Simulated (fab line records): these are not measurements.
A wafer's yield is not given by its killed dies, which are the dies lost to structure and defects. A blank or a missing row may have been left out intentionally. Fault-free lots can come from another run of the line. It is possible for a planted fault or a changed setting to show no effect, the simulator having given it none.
fab line records	flow n5-finfet
record lots=7	wafers=39
route steps=1938 shown DUMMY_GATE@215 ILD0@342 MOL_CONTACT_COAG@559 BEOL_M4@1070 BEOL_M8@1368 BEOL_M11@1540
start-h: the number of hours between the record's first day and the start of the first shown wafer of the lot	wait-h: hours from the lot's prior step to this one	" as in the row above	L1.1+2: several wafers, shown together as one row	- either no value or no given start	* or withheld: withheld	< > ~ a bound
route shown NAME@n: a module of which the file shows steps, and the number in the route of the first	usual: average and standard deviation across the fault-free wafers	same: alike in all rows	chamber/n: place in a boat	sites: per-site readings	_std_site: the standard deviation of these	_edge_site: the outer-site mean with the inner-site mean subtracted	radius-mm: for every site, how far away it sits from the centre of the wafer	mask NAME#n: copy n	behind: the last tool/chamber to shape the wafer	hold: reason for holding the lot/hours on hold/outcome of the hold	device: transistor that didn't switch, given as n, p or np	end of line: the same wafers' tests at the end of the route	step lacking rows: just its recipe	killed: count of dies lost to structure and defects at first sort (not the wafer's yield)	map: a wafer's dies, marking killed ones x, the rest . and places with no die _
set.NAME: the setting the step ran with; set.NAME@STEP: the setting that earlier step ran with	model.NAME: the simulator's own value behind a step, which no gauge read
lots run with intentionally changed settings; tables by step, rows by wafer
## steps
# step N5_DUMMY_GATE_CVD_03
# recipe material=a-Si	target-thk-a=1500	temp-c=530	precursor=SiH4	time-s=8042
lot.wafer	tool	chamber	start-h	wait-h	set.target-thk-a	model.a-Si_of_DUMMY_GATE_CVD_03.thk-nm
L074.1+2	-	-	-	1.2	1911	194.4
L074.3	"	-	"	"	1911	192.8
L074.4	"	-	"	"	1911	193.6
L074.5	"	-	"	"	1911	193.2
L074.6	"	-	"	"	1911	192.6
L075.1	-	-	-	0.1	1500	151
L075.2	"	-	"	"	1500	149.8
L075.3+6	"	-	"	"	1500	149.4
L075.4	"	-	"	"	1500	149.6
L075.5	"	-	"	"	1500	150.8
L084.1	-	-	-	0.1	1500	151.6
L084.2	"	-	"	"	1500	150.4
L084.3+4	"	-	"	"	1500	151.8
L084.5+6	"	-	"	"	1500	152.4
L086.1	-	-	-	0.1	1500	151.2
L086.2	"	-	"	"	1500	148.8
L086.3+6	"	-	"	"	1500	150.6
L086.4	"	-	"	"	1500	150.4
L086.5	"	-	"	"	1500	149.4
L087.2	lpcvd-02	0/20	117.13	0.1	1500	148
L087.3	"	0/25	"	"	1500	148.8
L087.4	"	0/29	"	"	1500	147.6
L089.1	-	-	-	0.1	2219	221.8
L089.2+5	"	-	"	"	2219	221.2
L089.3+6	"	-	"	"	2219	221.4
L089.4	"	-	"	"	2219	221.6
L091.1	-	-	-	0.1	1810	185
L091.2	"	-	"	"	1810	185.2
L091.3	"	-	"	"	1810	184.6
L091.4	"	-	"	"	1810	183.4
L091.5	"	-	"	"	1810	183.2
L091.6	"	-	"	"	1810	184.2
# step N5_ILD0_PRECLEAN_10
# recipe chemistry=NF3:NH3	afs-cycles=5	time-s=20	temp-c=30	sublimation-temp-c=180	sublimation-time-s=60	pressure-torr=3	rf-power-w=30
lot.wafer	tool	chamber	start-h	wait-h	set.time-s	model.SiO2_flowable_of_ILD0_FCVD_FILL_01.thk-nm
L074.1	remote-plasma-01	1	62.01	0.0	20	118.6
L074.2	"	1	"	"	20	120.4
L074.3	"	1	"	"	29.79	113.8
L074.4	"	1	"	"	20	119
L074.5	"	1	"	"	29.79	113.6
L074.6	"	1	"	"	29.79	115
L075.1+4	remote-plasma-02	0	66.84	0.0	12.42	126.6
L075.2	"	0	"	"	20	120
L075.3	"	0	"	"	20	120.6
L075.5	"	0	"	"	12.42	126.8
L075.6	"	0	"	"	20	121.4
L084.1	remote-plasma-02	1	121.15	0.0	28.1	111.8
L084.2	"	1	"	"	20	117.6
L084.3	"	1	"	"	20	119.2
L084.4	"	1	"	"	20	118.6
L084.5	"	1	"	"	28.1	112.4
L084.6	"	1	"	"	28.1	112.8
L086.1	remote-plasma-02	0	133.29	0.0	20	120
L086.2	"	0	"	"	8.68	128.2
L086.3	"	0	"	"	8.68	130.4
L086.4	"	0	"	"	20	120.8
L086.5	"	0	"	"	8.68	129.8
L086.6	"	0	"	"	20	121.2
L087.2	remote-plasma-02	1	142.39	0.1	20	120
L087.3	"	1	"	"	20	119.8
L087.4	"	1	"	"	20	118.8
L089.1	remote-plasma-01	0	150.45	0.0	20	120
L089.2	"	0	"	"	24.77	117.2
L089.3+5	"	0	"	"	20	120.4
L089.4	"	0	"	"	24.77	116.4
L089.6	"	0	"	"	24.77	116.8
L091.1	remote-plasma-02	0	164.19	0.0	15.4	124.6
L091.2	"	0	"	"	20	121
L091.3	"	0	"	"	20	120
L091.4	"	0	"	"	15.4	123.4
L091.5	"	0	"	"	15.4	125
L091.6	"	0	"	"	20	120.4
# step N5_MOL_CONTACT_COAG_ALD_27
# recipe material=SiOC	target-thk-a=170	temp-c=400	ald-precursor-family=carbosiloxane	ald-co-reactant=H2-plasma	pulse-time-s=1.5	time-s=2720	purge-time-s=2	co-reactant-purge-time-s=2	ald-cycles=340	pressure-torr=2
lot.wafer	tool	chamber	start-h	wait-h	set.time-s	model.SiOC_of_MOL_CONTACT_COAG_ALD_27.thk-nm
L074.1+3+5	ald-sin-04	0,2,1	95.29	1.7	2720	17
L074.2+4+6	"	3,1,0	"	"	1924	12
L075.1+3+5	ald-sin-04	2,3,3	102.30	0.0	3717	16.8
L075.2+4+6	"	1,1,2	"	"	2720	16.8
L084.1+2	ald-sin-03	1,2	153.45	0.1	2720	17
L084.3	"	0	"	"	1166	7.4
L084.4	"	3	"	"	2720	17.2
L084.5+6	"	0,1	"	"	1166	7.2
L086.1+2+4	ald-sin-03	3,2,0	167.04	0.0	2052	12.8
L086.3+5+6	"	0,2,3	"	"	2720	17
L087.2+3	ald-sin-01	3,1	176.99	0.0	2720	16.8
L087.4	"	0	"	"	2720	17
L089.1+2+3+5+6	ald-sin-03	2,3,1,3,1	182.33	0.7	2720	17
L089.4	"	2	"	"	2720	16.8
L091.1+2+3	ald-sin-04	0,1,2	198.55	0.0	2720	17
L091.4+5	"	3,0	"	"	1606	10
L091.6	"	3	"	"	1606	9.8
# step N5_BEOL_M4_TRENCH_ETCH_37
# recipe chemistry=C4F6/O2	target-depth-a=555.55	target=SiOC	time-s=29.2	ion-energy-ev=250	pressure-mtorr=30	source-w=355	bias-w=185	Ar_flow_sccm=300	C4F6_flow_sccm=10	O2_flow_sccm=10
lot.wafer	tool	chamber	start-h	wait-h	set.time-s	model.etch.depth-nm	model.BEOL_M4.feature-depth-nm	model.TiN_of_BEOL_M4_HM_DEP_02.thk-nm
L074.1	rie-diel-03	2	-	-	24.23	44.26	44.2	18.4
L074.2	"	3	"	"	24.23	45.82	45.8	18.4
L074.3	"	0	"	"	29.2	53.86	53.8	18
L074.4	"	1	"	"	29.2	55.36	55.4	18
L074.5	"	2	"	"	24.23	44.64	44.6	18.6
L074.6	"	1	"	"	29.2	55.42	55.4	18.2
L075.1	rie-diel-04	0	-	-	13.67	25.78	25.8	18.8
L075.2	"	1	"	"	29.2	56.69	56.6	17.6
L075.3	"	2	"	"	29.2	55.08	55	17.8
L075.4	"	3	"	"	29.2	56.36	56.4	17.6
L075.5	"	3	"	"	13.67	26.33	26.4	19.2
L075.6	"	2	"	"	13.67	25.96	26	19
L084.1	rie-diel-03	3	-	-	29.2	55.71	55.8	17.2
L084.2	"	0	"	"	29.2	54.59	54.6	17.8
L084.3	"	1	"	"	33.79	64.39	64.4	17
L084.4	"	0	"	"	33.79	62.85	62.8	17
L084.5	"	3	"	"	29.2	55.46	55.4	17.4
L084.6	"	1	"	"	33.79	64.16	64.2	17.4
L086.1	rie-diel-04	2	-	-	18.87	35.4	35.4	18.4
L086.2	"	0	"	"	18.87	36.35	36.4	18.2
L086.3	"	1	"	"	29.2	56.31	56.4	17.6
L086.4	"	2	"	"	29.2	54.69	54.6	17.4
L086.5	"	0	"	"	29.2	56.25	56.2	17.4
L086.6	"	1	"	"	18.87	36.33	36.4	18.6
L087.2	rie-diel-03	2	-	-	29.2	54.87	54.8	17.8
L087.3	"	3	"	"	29.2	54.79	54.8	18
L087.4	"	1	"	"	29.2	54.89	54.8	17.8
L089.1	rie-diel-05	2	-	-	37.74	72.72	72.8	16.8
L089.2	"	0	"	"	37.74	72.34	72.4	17
L089.3	"	1	"	"	29.2	55.2	55.2	17.6
L089.4	"	0	"	"	29.2	56.57	56.6	17.4
L089.5	"	2	"	"	29.2	56.23	56.2	17.6
L089.6	"	1	"	"	37.74	70.77	70.8	17
L091.1	rie-diel-03	3	-	-	40.57	77.76	77.8	17
L091.2	"	2	"	"	40.57	76.93	77	16.8
L091.3	"	1	"	"	29.2	55.25	55.2	17.6
L091.4	"	2	"	"	29.2	55.28	55.2	17.6
L091.5	"	1	"	"	29.2	55.57	55.6	18
L091.6	"	3	"	"	40.57	77.82	77.8	17
# step N5_BEOL_M4_ETCH_41
# recipe chemistry=CH3F/O2	target=SiCN	target-depth-a=299	taper-deg=2	time-s=52.5	ion-energy-ev=120	mask-material=TiN	pressure-mtorr=30	source-w=395	bias-w=75	Ar_flow_sccm=150	CH3F_flow_sccm=30	O2_flow_sccm=20
# step N5_BEOL_M4_STRIP_97
# recipe chemistry=N2/H2	time-s=10	power-w=450	temp-c=40	pressure-mtorr=20	rf-frequency-hz=6e+07	bias-power-w=7	n2-flow-sccm=200	h2-flow-sccm=200
# step N5_BEOL_M4_OCD_MEAS_38
# usual trench-depth-nm=55.3/0.94
lot.wafer	tool	chamber	start-h	wait-h	set.time-s@BEOL_M4_TRENCH_ETCH_37	trench-depth-nm
L074.1	ocd-02	-	161.91	-	24.23	44.2
L074.2	"	-	"	"	24.23	45.8
L074.3	"	-	"	"	29.2	53.8
L074.4	"	-	"	"	29.2	55.4
L074.5	"	-	"	"	24.23	44.2
L074.6	"	-	"	"	29.2	55.2
L075.1	ocd-02	-	172.19	-	13.67	25.4
L075.2	"	-	"	"	29.2	56.8
L075.3	"	-	"	"	29.2	54.8
L075.4	"	-	"	"	29.2	56.3
L075.5	"	-	"	"	13.67	26.2
L075.6	"	-	"	"	13.67	26.2
L084.1	ocd-02	-	232.22	-	29.2	55.3
L084.2	"	-	"	"	29.2	54.7
L084.3	"	-	"	"	33.79	64.4
L084.4	"	-	"	"	33.79	63.0
L084.5	"	-	"	"	29.2	55.6
L084.6	"	-	"	"	33.79	64.3
L086.1	ocd-01	-	239.62	-	18.87	35.3
L086.2	"	-	"	"	18.87	36.5
L086.3	"	-	"	"	29.2	56.1
L086.4	"	-	"	"	29.2	54.4
L086.5	"	-	"	"	29.2	55.7
L086.6	"	-	"	"	18.87	36.6
L087.2	ocd-02	-	243.02	-	29.2	55.0
L087.3	"	-	"	"	29.2	55.1
L087.4	"	-	"	"	29.2	55.1
L089.1	ocd-02	-	258.35	-	37.74	72.7
L089.2	"	-	"	"	37.74	72.2
L089.3	"	-	"	"	29.2	55.2
L089.4	"	-	"	"	29.2	56.3
L089.5	"	-	"	"	29.2	56.3
L089.6	"	-	"	"	37.74	71.3
L091.1	ocd-02	-	269.41	-	40.57	78.2
L091.2	"	-	"	"	40.57	76.8
L091.3	"	-	"	"	29.2	55.4
L091.4	"	-	"	"	29.2	56.0
L091.5	"	-	"	"	29.2	55.8
L091.6	"	-	"	"	40.57	78.0
# step N5_BEOL_M4_HM_STRIP_39
# recipe chemistry=peroxide-tin-strip	material=TiN	target-depth-a=250	temp-c=50	time-s=158
# step N5_BEOL_M4_SRD_40
# recipe time-s=30	temp-c=23	rinse-liquid=diw	dry=ipa-marangoni
# step N5_BEOL_M4_ECD_50
# recipe material=Cu	target-thk-a=3000
# step N5_BEOL_M4_ANNEAL_51
# recipe temp-c=225	time-s=90	ambient=N2
# step N5_BEOL_M4_CMP_52
# recipe stop-on=SiOC	t-overpolish-s=6.8	down-force-psi=1	platen-rpm=50	clearing-platen-down-force-psi=1.5	clearing-platen-rpm=50	post-cmp-clean=cu-alkaline	target-thk-nm=40	clearing-platen-pad-velocity-m-s=0.99484	pad-velocity-m-s=0.99484
lot.wafer	tool	chamber	start-h	wait-h	set.time-s@BEOL_M4_TRENCH_ETCH_37	model.Cu_of_BEOL_M4_ECD_50.thk-nm
L074.3	cmp-04	2	165.46	0.2	29.2	37.4
L074.1	"	3	"	"	24.23	30.4
L074.4	"	0	"	"	29.2	39.2
L074.2+5	"	1,2	"	"	24.23	28.6
L074.6	"	3	"	"	29.2	39.6
L075.1	cmp-01	2	175.54	0.3	13.67	9.8
L075.2	"	3	"	"	29.2	39.6
L075.3	"	0	"	"	29.2	37.8
L075.4	"	1	"	"	29.2	42.2
L075.5	"	2	"	"	13.67	10.2
L075.6	"	3	"	"	13.67	10.4
L084.2	cmp-01	0	236.05	0.2	29.2	38.2
L084.4	"	1	"	"	33.79	48.4
L084.3	"	2	"	"	33.79	50.4
L084.1	"	3	"	"	29.2	41.2
L084.6	"	0	"	"	33.79	49.4
L084.5	"	1	"	"	29.2	41.4
L086.3	cmp-01	1	242.79	0.2	29.2	42.6
L086.1	"	2	"	"	18.87	21.8
L086.4	"	3	"	"	29.2	41.2
L086.2	"	0	"	"	18.87	21
L086.6	"	1	"	"	18.87	23.6
L086.5	"	2	"	"	29.2	43.2
L087.2	cmp-01	2	246.84	0.2	29.2	42.6
L087.4	"	0	"	"	29.2	40.2
L087.3	"	1	"	"	29.2	41.8
L089.3	cmp-02	1	264.33	0.2	29.2	40
L089.4	"	2	"	"	29.2	42.4
L089.2	"	3	"	"	37.74	56.6
L089.1	"	0	"	"	37.74	56.8
L089.6	"	1	"	"	37.74	55
L089.5	"	2	"	"	29.2	40.8
L091.3	cmp-04	0	273.57	0.2	29.2	38.6
L091.1	"	1	"	"	40.57	61.4
L091.2	"	2	"	"	40.57	62
L091.4	"	3	"	"	29.2	41.4
L091.5	"	0	"	"	29.2	39.4
L091.6	"	1	"	"	40.57	62.2
# step N5_BEOL_M4_THK_MEAS_53
# recipe thk-meas-gauge=xrf	reads=Cu_of_BEOL_M4_ECD_50
# usual M4_THK=40.4/1.5
lot.wafer	tool	chamber	start-h	wait-h	set.time-s@BEOL_M4_TRENCH_ETCH_37	M4_THK[nm]
L074.1	film-metro-02	-	165.77	0.2	24.23	30.8
L074.2	"	-	"	"	24.23	28.9
L074.3	"	-	"	"	29.2	37.8
L074.4	"	-	"	"	29.2	39.6
L074.5	"	-	"	"	24.23	29.0
L074.6	"	-	"	"	29.2	40.4
L075.1	film-metro-01	-	175.83	-	13.67	10.1
L075.2	"	-	"	"	29.2	40.6
L075.3	"	-	"	"	29.2	38.7
L075.4	"	-	"	"	29.2	43.3
L075.5	"	-	"	"	13.67	10.5
L075.6	"	-	"	"	13.67	10.6
L084.1	film-metro-02	-	236.35	-	29.2	41.7
L084.2	"	-	"	"	29.2	38.8
L084.3	"	-	"	"	33.79	51.0
L084.4	"	-	"	"	33.79	49.1
L084.5	"	-	"	"	29.2	41.9
L084.6	"	-	"	"	33.79	50.1
L086.1	film-metro-02	-	243.08	-	18.87	22.0
L086.2	"	-	"	"	18.87	21.1
L086.3	"	-	"	"	29.2	43.0
L086.4	"	-	"	"	29.2	41.5
L086.5	"	-	"	"	29.2	43.7
L086.6	"	-	"	"	18.87	23.8
L087.2	film-metro-02	-	247.13	-	29.2	42.9
L087.3	"	-	"	"	29.2	42.1
L087.4	"	-	"	"	29.2	40.6
L089.1	film-metro-01	-	264.63	-	37.74	57.0
L089.2	"	-	"	"	37.74	56.7
L089.3	"	-	"	"	29.2	40.2
L089.4	"	-	"	"	29.2	42.7
L089.5	"	-	"	"	29.2	40.9
L089.6	"	-	"	"	37.74	55.2
L091.1	film-metro-01	-	273.86	-	40.57	62.7
L091.2	"	-	"	"	40.57	63.1
L091.3	"	-	"	"	29.2	39.4
L091.4	"	-	"	"	29.2	42.2
L091.5	"	-	"	"	29.2	40.3
L091.6	"	-	"	"	40.57	63.3
# step N5_BEOL_M4_PRE_CLEAN_60
# recipe gas=NH3/H2	time-s=15	temp-c=*	rf-power-w=300
# step N5_BEOL_M4_CO_CAP_55
# recipe material=Co	target-thk-a=20	temp-c=200	precursor=CCTBA/H2	pressure-torr=30	time-s=102.1
# step N5_BEOL_M4_PRE_CLEAN_56
# recipe gas=NH3	time-s=15	temp-c=withheld	rf-power-w=300
# step N5_BEOL_M4_DEP_57
# recipe material=SiCN	target-thk-a=80	temp-c=withheld	precursor=3MS/NH3	pressure-torr=3	rf-w=202	time-s=14
# step N5_BEOL_M4_RS_MEAS_58
# recipe thk-meas-gauge=four-point-probe	reads=Co_of_BEOL_M4_CO_CAP_55+Cu_of_BEOL_M4_ECD_50+Co_of_BEOL_M4_CVD_47+TaN_of_BEOL_M4_ALD_84
# usual M4_RS=0.67/0.031
lot.wafer	tool	chamber	start-h	wait-h	set.time-s@BEOL_M4_TRENCH_ETCH_37	M4_RS[ohm/sq]
L074.1	film-metro-02	-	166.03	0.0	24.23	0.95
L074.2	"	-	"	"	24.23	1.04
L074.3	"	-	"	"	29.2	0.73
L074.4	"	-	"	"	29.2	0.69
L074.5	"	-	"	"	24.23	1.04
L074.6	"	-	"	"	29.2	0.67
L075.1	film-metro-01	-	176.15	0.0	13.67	4.65
L075.2	"	-	"	"	29.2	0.68
L075.3	"	-	"	"	29.2	0.72
L075.4	"	-	"	"	29.2	0.63
L075.5	"	-	"	"	13.67	4.39
L075.6	"	-	"	"	13.67	4.33
L084.1	film-metro-02	-	236.61	0.0	29.2	0.64
L084.2	"	-	"	"	29.2	0.71
L084.3	"	-	"	"	33.79	0.50
L084.4	"	-	"	"	33.79	0.53
L084.5	"	-	"	"	29.2	0.64
L084.6	"	-	"	"	33.79	0.51
L086.1	film-metro-02	-	243.36	0.1	18.87	1.50
L086.2	"	-	"	"	18.87	1.60
L086.3	"	-	"	"	29.2	0.62
L086.4	"	-	"	"	29.2	0.64
L086.5	"	-	"	"	29.2	0.60
L086.6	"	-	"	"	18.87	1.35
L087.2	film-metro-02	-	247.39	0.1	29.2	0.61
L087.3	"	-	"	"	29.2	0.63
L087.4	"	-	"	"	29.2	0.66
L089.1	film-metro-02	-	264.89	0.0	37.74	0.43
L089.2	"	-	"	"	37.74	0.43
L089.3	"	-	"	"	29.2	0.67
L089.4	"	-	"	"	29.2	0.62
L089.5	"	-	"	"	29.2	0.65
L089.6	"	-	"	"	37.74	0.45
L091.1	film-metro-02	-	274.12	0.0	40.57	0.39
L091.2	"	-	"	"	40.57	0.39
L091.3	"	-	"	"	29.2	0.70
L091.4	"	-	"	"	29.2	0.64
L091.5	"	-	"	"	29.2	0.68
L091.6	"	-	"	"	40.57	0.38
# step N5_BEOL_M8_DESCUM_33
# recipe chemistry=O2	time-s=7	source-power-w=50	bias-power-w=20	pressure-mtorr=20	rf-frequency-hz=2.712e+07	temp-c=40	resist=CAR-EUV	o2-flow-sccm=225
lot.wafer	tool	chamber	start-h	wait-h	set.time-s	model.CAR-EUV_of_BEOL_M8_COAT_22.thk-nm
L074.1+3+4+5+6	rie-diel-05	3,1,2,1,2	201.05	0.0	7	26.2
L074.2	"	0	"	"	7	26.4
L075.1+2+4	rie-diel-05	2,3,0	212.48	0.4	7	26
L075.3+5	"	1	"	"	4.458	27.4
L075.6	"	0	"	"	4.458	27.2
L084.1+5+6	rie-diel-05	0,3,0	272.22	0.0	7	26.2
L084.2+3+4	"	3,2,1	"	"	4.054	27.8
L086.1+2+4	rie-diel-03	3,1,1	278.29	0.0	3.11	28
L086.3	"	2	"	"	7	26.2
L086.5+6	"	2,3	"	"	7	26
L087.2+3+4	rie-diel-04	0,3,2	280.39	0.0	7	26
L089.1	rie-diel-05	2	298.45	0.0	10.04	24.6
L089.2+4+6	"	1,1,0	"	"	7	26.2
L089.3+5	"	0,2	"	"	10.04	24.8
L091.1+3+6	rie-diel-05	3	311.49	0.1	7	26.2
L091.2+4+5	"	0	"	"	5.879	26.8
# step N5_BEOL_M11_HM_DEP_02
# recipe material=TiN	target-thk-a=200	temp-c=25	chamber-pressure-pa=0.49996
lot.wafer	tool	chamber	start-h	wait-h	set.target-thk-a	model.TiN_of_BEOL_M11_HM_DEP_02.thk-nm
L074.1+2	pvd-sputter-02	-	224.85	2.1	99.6	10
L074.3	"	-	"	"	99.6	9.8
L074.4	"	-	"	"	200	19.8
L074.5	"	-	"	"	200	20
L074.6	"	-	"	"	200	20.2
L075.1+4+6	pvd-sputter-01	-	232.83	0.7	200	20
L075.2+5	"	-	"	"	200	19.8
L075.3	"	-	"	"	200	19.6
L084.1+3+4+6	pvd-sputter-01	-	292.97	0.2	200	20.2
L084.2	"	-	"	"	200	19.8
L084.5	"	-	"	"	200	20
L087.2	pvd-sputter-01	-	299.46	0.0	200	20
L087.3+4	"	-	"	"	200	19.8
L086.1	pvd-sputter-01	-	305.26	1.6	119.8	12.2
L086.2+6	"	-	"	"	200	20.4
L086.3	"	-	"	"	200	20.6
L086.4	"	-	"	"	119.8	12.6
L086.5	"	-	"	"	119.8	12.8
L089.1	pvd-sputter-02	-	323.67	3.3	200	20
L089.2+3+4+5+6	"	-	"	"	200	20.4
L091.1+4	pvd-sputter-01	-	335.99	2.4	200	20
L091.2+3	"	-	"	"	253.2	25.2
L091.5	"	-	"	"	200	20.2
L091.6	"	-	"	"	253.2	25.4
# step N5_BEOL_M11_COAT_59
# recipe resist=SOC	temp-c=250	time-s=60	spin-rpm=1500	resist-thk-nm=100
# step N5_BEOL_M11_COAT_60
# recipe resist=SiARC	temp-c=220	time-s=60	spin-rpm=1500	resist-thk-nm=30
# step N5_BEOL_M11_STRIP_68
# recipe chemistry=N2/H2	temp-c=40	n2-flow-sccm=200	h2-flow-sccm=200	rf-frequency-hz=6e+07
# step N5_BEOL_M11_STRIP_67
# recipe chemistry=CF4	resist=SiARC	power-w=300	bias-power-w=75	pressure-mtorr=50	cf4-flow-sccm=150	rf-frequency-hz=6e+07
# step N5_BEOL_M11_HM_OPEN_17
# recipe chemistry=Cl2/BCl3	target-depth-a=200	overetch-a=60	target=TiN	mask-material=SOC	ion-energy-ev=150	pressure-mtorr=10	icp-w=1000	bias-w=126	Cl2_flow_sccm=53.25	bcl3-flow-sccm=21.75	Ar_flow_sccm=25
lot.wafer	tool	chamber	start-h	wait-h	set.target-thk-a@BEOL_M11_HM_DEP_02	model.etch.depth-nm
L074.1	rie-metal-01	0	225.58	0.0	99.6	10.1
L074.2	"	1	"	"	99.6	9.958
L074.3	"	1	"	"	99.6	9.77
L074.4	"	0	"	"	200	19.79
L074.5	"	0	"	"	200	20.07
L074.6	"	1	"	"	200	20.16
L075.1	rie-metal-03	0	233.71	0.0	200	19.93
L075.2	"	1	"	"	200	19.87
L075.3	"	0	"	"	200	19.69
L075.4	"	1	"	"	200	20.02
L075.5	"	1	"	"	200	19.79
L075.6	"	0	"	"	200	20
L084.1	rie-metal-01	0	293.82	0.0	200	20.23
L084.2	"	1	"	"	200	19.81
L084.3	"	1	"	"	200	20.27
L084.4	"	0	"	"	200	20.18
L084.5	"	1	"	"	200	20
L084.6	"	0	"	"	200	20.13
L087.2	rie-metal-03	0	300.26	0.0	200	20.1
L087.3	"	1	"	"	200	19.83
L087.4	"	0	"	"	200	19.79
L086.1	rie-metal-02	0	306.11	0.0	119.8	12.14
L086.2	"	1	"	"	200	20.42
L086.3	"	0	"	"	200	20.53
L086.4	"	1	"	"	119.8	12.64
L086.5	"	0	"	"	119.8	12.72
L086.6	"	1	"	"	200	20.49
L089.1	rie-metal-02	0	324.40	0.0	200	20.02
L089.2	"	1	"	"	200	20.42
L089.3	"	0	"	"	200	20.4
L089.4+6	"	1,0	"	"	200	20.34
L089.5	"	1	"	"	200	20.32
L091.1	rie-metal-02	0	336.99	0.0	200	20
L091.2	"	1	"	"	253.2	25.26
L091.3	"	1	"	"	253.2	25.11
L091.4	"	0	"	"	200	19.98
L091.5	"	1	"	"	200	20.14
L091.6	"	0	"	"	253.2	25.38
## key
split step=N5_DUMMY_GATE_CVD_03	setting=target-thk-a	stated=1500	by=lot
response step=N5_DUMMY_GATE_CVD_03	reading=model.a-Si_of_DUMMY_GATE_CVD_03.thk-nm	change=+1.51	per=1%	r=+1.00
split step=N5_ILD0_PRECLEAN_10	setting=time-s	stated=20	by=wafer
response step=N5_ILD0_PRECLEAN_10	reading=model.SiO2_flowable_of_ILD0_FCVD_FILL_01.thk-nm	change=-0.143	per=1%	r=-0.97
split step=N5_MOL_CONTACT_COAG_ALD_27	setting=time-s	stated=2720	by=wafer
response step=N5_MOL_CONTACT_COAG_ALD_27	reading=model.SiOC_of_MOL_CONTACT_COAG_ALD_27.thk-nm	shape=bent	at-lowest=7.267	at-stated=16.96	at-highest=16.8
split step=N5_BEOL_M4_TRENCH_ETCH_37	setting=time-s	stated=29.2	by=wafer
response step=N5_BEOL_M4_TRENCH_ETCH_37	reading=model.etch.depth-nm	change=+0.562	per=1%	r=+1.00
response step=N5_BEOL_M4_TRENCH_ETCH_37	reading=model.BEOL_M4.feature-depth-nm	change=+0.562	per=1%	r=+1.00
response step=N5_BEOL_M4_TRENCH_ETCH_37	reading=model.TiN_of_BEOL_M4_HM_DEP_02.thk-nm	change=-0.0236	per=1%	r=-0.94
response step=N5_BEOL_M4_OCD_MEAS_38	reading=trench-depth-nm	change=+0.56	per=1%	r=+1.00
response step=N5_BEOL_M4_CMP_52	reading=model.Cu_of_BEOL_M4_ECD_50.thk-nm	change=+0.558	per=1%	r=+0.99
response step=N5_BEOL_M4_THK_MEAS_53	reading=M4_THK	change=+0.568	per=1%	r=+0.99
response step=N5_BEOL_M4_RS_MEAS_58	reading=M4_RS	shape=bent	at-lowest=4.46	at-stated=0.66	at-highest=0.39
split step=N5_BEOL_M8_DESCUM_33	setting=time-s	stated=7	by=wafer
response step=N5_BEOL_M8_DESCUM_33	reading=model.CAR-EUV_of_BEOL_M8_COAT_22.thk-nm	change=-0.0356	per=1%	r=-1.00
split step=N5_BEOL_M11_HM_DEP_02	setting=target-thk-a	stated=200	by=wafer
response step=N5_BEOL_M11_HM_DEP_02	reading=model.TiN_of_BEOL_M11_HM_DEP_02.thk-nm	change=+0.199	per=1%	r=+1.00
response step=N5_BEOL_M11_HM_OPEN_17	reading=model.etch.depth-nm	change=+0.199	per=1%	r=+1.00
